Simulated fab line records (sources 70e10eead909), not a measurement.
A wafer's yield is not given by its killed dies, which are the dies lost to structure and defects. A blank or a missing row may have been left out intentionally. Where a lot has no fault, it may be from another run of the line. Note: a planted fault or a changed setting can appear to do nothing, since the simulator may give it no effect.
A single fault, viewed from 3 desks ; flow nand_harc ; each desk has only its own numbers; what lay behind them comes last

THE TOOL OWNER'S DESK: rie_diel-04
The tool's own readings at NHARC_A_BONDPAD_ETCH_34 (etches the open film in N2/H2, target depth 60 nm, overetch 18 nm, time 65.91 s): means of the sampled wafers that have a number, for each lot that ran on this tool. If a lot's mean is further than 4 standard deviations from the usual mean, the lot is out of limits and carries the mark OUT (the distance appears in the brackets).
Columns: A = bias_w at NHARC_A_BONDPAD_ETCH_34, usual 150.0 W; B = drypump_motor_current_A at NHARC_A_BONDPAD_ETCH_34, usual 6.00 A; C = oes_product_au at NHARC_A_BONDPAD_ETCH_34, usual 1.001 a.u.; D = rf_vpp_V at NHARC_A_BONDPAD_ETCH_34, usual 430.1 V; E = run_length_s at NHARC_A_BONDPAD_ETCH_34, usual 87.1 s; F = showerhead_plenum_p_Torr at NHARC_A_BONDPAD_ETCH_34, usual 2.03 Torr; G = throttle_valve_pct at NHARC_A_BONDPAD_ETCH_34, usual 14.171 %
lot;first seen here;A;B;C;D;E;F;G
L155;day 18 09:16;150.0;5.97;1.000;431.7;87.5;2.08;14.176
L156;day 18 10:19;150.1;6.12;0.998;430.5;87.1;2.03;14.182
L159;day 18 21:47;150.1;6.04;0.995;428.9;87.2;1.98;14.175
L161;day 19 11:50;150.2;6.09;0.998;429.9;87.1;2.03;14.163
L160;day 19 16:23;150.2;5.90;1.003;431.0;87.5;2.07;14.174
L167;day 20 21:28;150.1;5.91;1.008;430.9;79.7 (-19) OUT;2.03;14.175
L169;day 21 05:20;150.0;6.23;0.999;426.9;71.6 (-39) OUT;1.94;14.180
L170;day 21 22:52;150.4;6.12;1.003;429.7;79.4 (-19) OUT;2.03;14.167
This desk's verdict: out of limits on L167, L169, L170, starting with L167 at day 20 21:28 (run_length_s at NHARC_A_BONDPAD_ETCH_34). Within limits: L155, L156, L159, L161, L160.

THE DEFECT DESK
For each lot, the counts of the inspections along the route, averaged over the sampled wafers that have a number. If a lot's mean is further than 4 standard deviations from the usual mean, the lot is out of limits and carries the mark OUT (the distance appears in the brackets).
Columns: A = raw_defect_count at NHARC_A_M0_INSPECT_27, usual 417
lot;first seen here;A
L155;day 18 02:59;481
L156;day 18 03:38;374
L159;day 18 15:18;390
L158;day 19 00:33;332
L161;day 19 05:07;345
L162;day 19 06:28;307
L160;day 19 09:51;482
L165;day 20 07:40;371
L167;day 20 14:23;504
L168;day 20 22:05;414
L169;day 20 22:55;393
L170;day 21 16:28;367
L172;day 22 06:20;418
L175;day 22 19:47;431
L177;day 22 21:02;428
This desk's verdict: no lot among the 15 shows anything out of limits.

AT THE METROLOGY DESK
Means of the sampled wafers that have a number, per lot and without regard to the tool the lot ran on: this is what the gauges read. If a lot's mean is further than 4 standard deviations from the usual mean, the lot is out of limits and carries the mark OUT (the distance appears in the brackets).
Columns: A = overlay_x_nm at NHARC_A_M1_OVL_MEAS_10, usual -0.1 nm; B = overlay_y_nm at NHARC_A_M1_OVL_MEAS_10, usual 0.1 nm; C = cd_nm at NHARC_A_M1_CD_MEAS_16, usual 119.7 nm
lot;first seen here;A;B;C
L155;day 18 04:28;-0.9;-0.2;120.2
L156;day 18 05:07;-0.1;0.0;120.4
L159;day 18 16:46;1.1;0.8;119.5
L158;day 19 01:56;0.8;0.6;120.6
L161;day 19 06:43;-1.3;-0.3;120.7
L162;day 19 07:56;-0.2;1.6;119.4
L160;day 19 11:16;-0.6;0.4;119.2
L165;day 20 09:01;0.0;0.0;120.0
L167;day 20 16:26;-0.3;0.1;119.1
L168;day 20 23:34;1.8;0.5;120.3
L169;day 21 00:23;-0.9;-0.9;119.7
L170;day 21 17:52;-0.8;-1.5;119.8
L172;day 22 07:47;-0.5;-0.1;118.4
L175;day 22 21:16;0.6;0.5;119.5
L177;day 22 23:18;-1.3;0.9;119.9
This desk's verdict: no lot among the 15 shows anything out of limits.

ALL TOGETHER
The tool owner's desk could have raised an alarm at day 20 21:28, on L167, L169, L170.
Nothing out of limits was seen by the defect desk.
Nothing out of limits was seen by the metrology desk.
The defect desk has L167, L169, L170 on record, within its limits.
The metrology desk holds a record of L167, L169, L170, inside its limits.
Every lot named ran NHARC_A_BONDPAD_ETCH_34 on rie_diel-04.

WHAT THE SIMULATOR HAD INSERTED
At NHARC_A_BONDPAD_ETCH_34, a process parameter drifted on rie_diel-04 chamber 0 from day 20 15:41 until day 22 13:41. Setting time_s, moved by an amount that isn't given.
Shown lots that were struck: L167, L169, L170.
Time in hours from fault onset to the first out-of-limits reading at each desk: the tool owner's desk, 6.
